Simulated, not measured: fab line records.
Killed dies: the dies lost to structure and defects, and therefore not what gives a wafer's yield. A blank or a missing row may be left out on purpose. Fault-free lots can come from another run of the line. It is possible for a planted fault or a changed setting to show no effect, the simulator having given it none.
Chamber matching -- flow nand_harc -- 3 sister chambers for NHARC_A_STAIRCASE_DEP_151 on pecvd-02
The step deposits SiO2, target thk 7200 nm. 6 wafers are shown with their chamber, then 8 later ones without.

## WAFERS PAIRED WITH THEIR CHAMBERS
wafer,chamber,heater_power_outer_w (W),heater_power_w (W)
L080.2,1,364,621
L084.5,2,252,471
L088.3,0,461,780
L088.4,2,253,468
L088.6,0,355,615
L087.1,1,368,602

## WAFERS MISSING THEIR CHAMBER
wafer,heater_power_outer_w (W),heater_power_w (W)
L087.2,316,547
L087.6,369,583
L090.2,321,561
L090.5,253,479
L090.6,356,600
L097.1,452,697
L097.2,283,515
L097.3,395,660

## WHICH CHAMBER EACH WENT THROUGH
wafer,from the rows above,in truth
L087.2,can't be placed: 1 or 2 or 0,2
L087.6,can't be placed: 1 or 0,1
L090.2,can't be placed: 1 or 2 or 0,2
L090.5,2,2
L090.6,can't be placed: 1 or 0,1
L097.1,can't be placed: 0 or 1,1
L097.2,can't be placed: 2 or 1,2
L097.3,can't be placed: 0 or 1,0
Placed correctly: 1 of 8. Unplaceable from these rows: 7, with the true chamber sitting among the candidates in 7. Number placed wrongly: 0.
How it was worked out, from the rows above alone: a wafer's distance from a chamber is the root of the sum, over the readings, of the square of ((its reading less the chamber's mean) divided by the reading's scatter). The wafer belongs to the nearest chamber; if the next one is less than 2 further off, it can't be placed. A chamber's mean is the mean of its shown wafers. The scatter: take each reading less its chamber's mean, square it, sum over the shown wafers, divide by the number of wafers less the number of chambers, and take the root.
